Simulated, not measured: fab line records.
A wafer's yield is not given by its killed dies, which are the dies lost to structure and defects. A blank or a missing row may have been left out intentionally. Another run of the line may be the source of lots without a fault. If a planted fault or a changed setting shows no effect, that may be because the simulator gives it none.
fab line records ; flow nand_harc ; part 2 of 2: steps 5 to 6 of 6
record lots=23; wafers=69; last_day=25
route steps=1159 shown A_STAIRCASE@585
lots that met no fault: from a run of the same line without faults
start_h: start of the lot's first displayed wafer, in hours after the record's first day ; wait_h: hours elapsed since this lot's preceding step ; " same as the row above ; L1.1+2: one row covering several wafers at once ; - value missing, or start not given ; * or withheld: withheld ; < > ~ a bound
route shown NAME@n: NAME is a module with steps in the file, n the number in the route of the first one ; usual: mean/standard deviation of fault-free wafers ; same: alike in all rows ; chamber/n: place in a boat ; sites: the reading at each site ; _std_site: standard deviation across them ; _edge_site: the outer-site mean with the inner-site mean subtracted ; radius_mm: for every site, how far away it sits from the centre of the wafer ; mask NAME#n: copy n ; behind: the last tool/chamber to shape the wafer ; hold: reason for holding the lot/hours on hold/outcome of the hold ; device: the n, p or np transistor that did not switch ; end of line: the same wafers' tests at the end of the route ; a step given without rows: its recipe and nothing more ; killed: count of dies lost to structure and defects at first sort (not the wafer's yield) ; map: dies across one wafer; x = killed, . = not, _ = none there
set.NAME: setting as actually run; set.NAME@STEP: the setting as run at that earlier step ; model.NAME: the simulator's own value behind a step, which no gauge read
the route's steps for a sample of lots (tables are steps, rows are wafers)
services: when a tool's chamber went out of use (start_h, in hours from the record's first day, below 0 if earlier), for how many hours, and the reason
## steps
# step NHARC_A_STAIRCASE_DESCUM_291
# recipe time_s=3; o2_flow_sccm=200; ar_flow_sccm=0; bias_power_w=0; chemistry=O2
# usual drypump_motor_current_A=5.8/0.56; oes_product_au=0.997/0.012; rf_vpp_V=57.6/0.95; showerhead_plenum_p_Torr=1.88/0.081; throttle_valve_pct=11.310/0.0095
lot.wafer;tool;chamber;start_h;wait_h;drypump_motor_current_A;oes_product_au;rf_hours_counter_h;rf_vpp_V;showerhead_plenum_p_Torr;throttle_valve_pct
L074.2;rie_diel-13;0;249.76;-;5.9;0.975;50;58.3;1.91;11.301
L074.1;rie_diel-13;1;249.76;-;5.8;0.999;54;57.9;1.83;11.320
L074.6;rie_diel-13;0;249.76;-;5.9;0.983;-;56.8;1.91;11.301
L075.4;rie_diel-13;3;261.20;-;6.1;0.991;48;58.0;1.78;11.325
L075.2;rie_diel-13;0;261.20;-;5.9;0.984;55;58.0;1.91;11.319
L075.5;rie_diel-13;2;261.20;-;5.2;1.015;-;58.5;2.06;11.319
L076.3;rie_diel-03;2;263.99;-;5.9;1.005;13;55.7;1.78;11.306
L076.1;rie_diel-03;3;263.99;-;6.2;1.000;13;57.8;1.99;11.314
L076.6;rie_diel-03;1;263.99;-;6.3;0.983;-;58.2;1.86;11.323
L077.2;rie_diel-04;1;265.70;-;4.7;1.006;53;59.2;1.92;11.314
L077.4;rie_diel-04;2;265.70;-;5.6;0.993;52;58.3;1.95;11.315
L077.6;rie_diel-04;3;265.70;-;5.6;1.010;-;58.5;1.80;11.300
L078.2;rie_diel-03;0;272.18;-;6.1;1.003;15;55.6;1.85;11.322
L078.4;rie_diel-03;1;272.18;-;6.4;0.994;16;58.1;1.86;11.310
L078.1;rie_diel-03;2;272.18;-;5.9;0.981;16;57.1;1.78;11.317
L079.1;rie_diel-04;2;280.52;-;5.6;1.013;57;55.9;1.95;11.307
L079.3;rie_diel-04;0;280.52;-;6.7;0.999;59;59.2;1.95;11.319
L079.6;rie_diel-04;2;280.52;-;5.6;1.016;-;56.5;1.95;11.299
L080.1;rie_diel-04;2;306.21;-;5.6;0.988;2;58.6;1.94;11.309
L080.6;rie_diel-04;3;306.21;-;5.6;0.992;-;57.9;1.80;11.303
L080.5;rie_diel-04;1;306.21;-;4.7;0.992;-;59.1;1.91;11.318
L084.2;rie_diel-04;2;311.99;-;5.6;0.992;4;57.7;1.94;11.316
L084.1;rie_diel-04;3;311.99;-;5.6;1.006;2;56.9;1.80;11.295
L084.6;rie_diel-04;0;311.99;-;6.7;0.984;-;57.5;1.95;11.323
L082.1;rie_diel-03;1;313.41;-;6.4;1.004;32;58.5;1.85;11.322
L082.4;rie_diel-03;3;313.41;-;6.2;0.981;31;57.0;1.99;11.317
L082.3;rie_diel-03;0;313.41;-;6.1;1.007;34;58.3;1.84;11.298
L083.4;rie_diel-04;1;313.61;-;4.7;1.008;4;58.8;1.91;11.312
L083.3;rie_diel-04;2;313.61;-;5.6;0.995;4;58.5;1.94;11.312
L083.2;rie_diel-04;3;313.61;-;5.6;1.018;3;56.9;1.80;11.324
L085.1;rie_diel-03;2;317.94;-;5.9;1.008;30;58.4;1.78;11.309
L085.6;rie_diel-03;2;317.94;-;5.9;0.992;-;56.2;1.78;11.320
L085.5;rie_diel-03;3;317.94;-;6.2;0.985;-;57.9;1.99;11.313
L086.4;rie_diel-03;0;347.63;-;6.1;1.006;45;57.6;1.84;11.298
L086.1;rie_diel-03;1;347.63;-;6.4;0.999;43;55.6;1.85;11.326
L086.2;rie_diel-03;3;347.63;-;6.2;0.989;41;56.3;1.98;11.311
L088.4;rie_diel-13;0;347.97;-;5.9;0.991;22;58.1;1.90;11.325
L088.1;rie_diel-13;1;347.97;-;5.8;1.009;19;57.9;1.82;11.329
L088.3;rie_diel-13;3;347.97;-;6.1;1.025;23;58.9;1.77;11.318
L087.4;rie_diel-04;3;349.34;-;5.6;0.997;18;58.0;1.79;11.312
L087.3;rie_diel-04;0;349.34;-;6.7;0.988;18;57.6;1.94;11.304
L087.2;rie_diel-04;2;349.34;-;5.6;0.986;18;58.0;1.94;11.305
L089.4;rie_diel-13;3;351.40;-;6.1;1.032;23;56.3;1.77;11.311
L089.2;rie_diel-13;0;351.40;-;5.9;0.979;23;58.3;1.90;11.313
L089.6;rie_diel-13;3;351.40;-;6.1;1.028;-;58.7;1.77;11.314
L091.1;rie_diel-04;0;352.79;-;6.7;0.996;19;57.1;1.94;11.313
L091.3;rie_diel-04;1;352.79;-;4.7;0.986;20;56.1;1.91;11.308
L091.5;rie_diel-04;0;352.79;-;6.7;0.997;-;58.4;1.94;11.309
L090.1;rie_diel-04;0;358.64;-;6.7;1.000;20;58.8;1.94;11.320
L090.2;rie_diel-04;1;358.64;-;4.7;0.990;21;58.2;1.91;11.314
L090.4;rie_diel-04;2;358.64;-;5.6;0.991;19;57.7;1.94;11.297
L092.4;rie_diel-13;1;362.51;-;5.8;1.011;21;57.7;1.82;11.298
L092.2;rie_diel-13;3;362.51;-;6.0;1.028;25;57.6;1.77;11.312
L092.5;rie_diel-13;1;362.51;-;5.8;0.997;-;57.0;1.82;11.319
L094.1;rie_diel-04;3;387.87;-;5.6;1.003;31;58.3;1.79;11.288
L094.3;rie_diel-04;2;387.87;-;5.6;0.999;32;58.0;1.93;11.321
L094.5;rie_diel-04;3;387.87;-;5.6;1.017;-;58.0;1.79;11.317
L093.3;rie_diel-04;3;388.04;-;5.6;1.009;31;57.4;1.79;11.310
L093.2;rie_diel-04;2;388.04;-;5.6;0.991;32;59.0;1.93;11.295
L093.5;rie_diel-04;0;388.04;-;6.7;0.996;-;58.4;1.94;11.309
L096.1;rie_diel-03;0;388.51;-;6.1;0.999;56;57.0;1.84;11.311
L096.5;rie_diel-03;2;388.51;-;5.9;0.993;-;58.4;1.77;11.293
L096.6;rie_diel-03;0;388.51;-;6.1;0.997;-;56.3;1.84;11.320
L095.1;rie_diel-13;2;389.80;-;5.2;0.987;36;58.1;2.05;11.288
L095.4;rie_diel-13;3;389.80;-;6.0;1.018;37;58.2;1.77;11.305
L095.6;rie_diel-13;2;389.80;-;5.2;0.988;-;58.6;2.04;11.304
L097.2;rie_diel-04;2;399.20;-;5.6;0.975;36;58.4;1.93;11.306
L097.4;rie_diel-04;3;399.20;-;5.6;0.981;34;56.5;1.79;11.311
L097.5;rie_diel-04;2;399.20;-;5.6;0.987;-;57.7;1.93;11.301
# step NHARC_A_STAIRCASE_DEP_301
# recipe target_thk_a=300; target_thk_nm=30; temp_c=400; pressure_torr=3.5; flow_sccm=200; rf_w=350; material=SiON
# usual heater_power_w=735/82
lot.wafer;tool;chamber;start_h;wait_h;heater_power_w
L074.2;pecvd-02;0;256.35;1.2;749
L074.1;pecvd-02;2;256.35;1.2;772
L074.6;pecvd-02;1;256.35;1.2;772
L075.2;pecvd-02;2;265.33;1.3;613
L075.4;pecvd-02;1;265.33;1.3;780
L075.5;pecvd-02;0;265.33;1.3;683
L076.3;pecvd-03;1;268.30;1.0;820
L076.1;pecvd-03;2;268.30;1.0;901
L076.6;pecvd-03;1;268.30;1.0;821
L077.2;pecvd-02;2;271.41;1.3;696
L077.4;pecvd-02;1;271.41;1.3;810
L077.6;pecvd-02;0;271.41;1.3;725
L078.2;pecvd-02;0;276.51;1.3;646
L078.1;pecvd-02;2;276.51;1.3;727
L078.4;pecvd-02;1;276.51;1.3;742
L079.1;pecvd-03;2;285.11;1.6;890
L079.3;pecvd-03;0;285.11;1.6;724
L079.6;pecvd-03;0;285.11;1.6;695
L080.1;pecvd-03;2;318.14;1.6;885
L080.5;pecvd-03;1;318.14;1.6;877
L080.6;pecvd-03;2;318.14;1.6;911
L084.1;pecvd-04;2;318.73;1.5;714
L084.2;pecvd-04;1;318.73;1.5;775
L084.6;pecvd-04;1;318.73;1.5;782
L083.2;pecvd-02;1;319.04;1.2;707
L083.3;pecvd-02;0;319.04;1.2;677
L083.4;pecvd-02;1;319.04;1.2;708
L082.3;pecvd-02;1;319.95;0.9;783
L082.1;pecvd-02;2;319.95;0.9;720
L082.4;pecvd-02;0;319.95;0.9;713
L085.1;pecvd-02;2;322.82;1.6;716
L085.5;pecvd-02;1;322.82;1.6;728
L085.6;pecvd-02;2;322.82;1.6;698
L086.2;pecvd-04;1;358.23;1.3;809
L086.1;pecvd-04;0;358.23;1.3;582
L086.4;pecvd-04;2;358.23;1.3;710
L088.1;pecvd-02;2;359.65;1.6;612
L088.3;pecvd-02;0;359.65;1.6;671
L088.4;pecvd-02;1;359.65;1.6;771
L087.2;pecvd-02;2;360.13;1.3;681
L087.3;pecvd-02;1;360.13;1.3;834
L087.4;pecvd-02;2;360.13;1.3;708
L089.2;pecvd-02;0;363.37;1.3;624
L089.6;pecvd-02;2;363.37;1.3;611
L089.4;pecvd-02;0;363.37;1.3;644
L091.1;pecvd-03;2;365.21;1.6;866
L091.3;pecvd-03;0;365.21;1.6;669
L091.5;pecvd-03;0;365.21;1.6;681
L090.1;pecvd-02;0;369.88;1.6;729
L090.2;pecvd-02;1;369.88;1.6;860
L090.4;pecvd-02;0;369.88;1.6;721
L092.2;pecvd-04;2;373.61;1.3;771
L092.5;pecvd-04;1;373.61;1.3;766
L092.4;pecvd-04;2;373.61;1.3;763
L094.1;pecvd-03;0;393.77;1.8;661
L094.3;pecvd-03;1;393.77;1.8;779
L094.5;pecvd-03;2;393.77;1.8;873
L093.3;pecvd-04;2;393.85;1.0;741
L093.2;pecvd-04;1;393.85;1.0;677
L093.5;pecvd-04;1;393.85;1.0;649
L096.1;pecvd-02;0;394.20;1.6;673
L096.5;pecvd-02;1;394.20;1.6;700
L096.6;pecvd-02;2;394.20;1.6;737
L095.1;pecvd-03;0;396.60;1.6;762
L095.4;pecvd-03;1;396.60;1.6;758
L095.6;pecvd-03;2;396.60;1.6;853
L097.2;pecvd-02;2;403.47;1.3;592
L097.5;pecvd-02;2;403.47;1.3;613
L097.4;pecvd-02;0;403.47;1.3;754
## services
tool;chamber;start_h;hours;kind
rie_diel-03;-;215.36;9.0;pm
rie_diel-04;0;220.54;-;clean
rie_diel-04;1;220.54;-;clean
rie_diel-04;2;220.54;-;clean
rie_diel-04;3;220.54;-;clean
rie_diel-04;0;245.05;-;clean
rie_diel-04;1;245.05;-;clean
rie_diel-04;2;245.05;-;clean
rie_diel-04;3;245.05;-;clean
pecvd-02;-;248.97;0.4;repair
pecvd-03;-;260.87;1.9;repair
rie_diel-13;-;276.36;9.0;pm
rie_diel-04;0;281.10;27.7;repair
pecvd-04;2;285.30;2.3;repair
rie_diel-04;3;289.98;12.9;repair
rie_diel-04;-;290.56;9.0;pm
pecvd-03;-;292.08;13.0;pm
pecvd-02;0;304.93;6.6;repair
pecvd-04;1;329.56;8.8;repair
pecvd-02;-;334.30;13.0;pm
rie_diel-03;1;373.11;22.4;repair
pecvd-04;-;376.47;13.0;pm
rie_diel-03;-;392.36;9.0;pm
rie_diel-04;-;398.54;0.6;repair
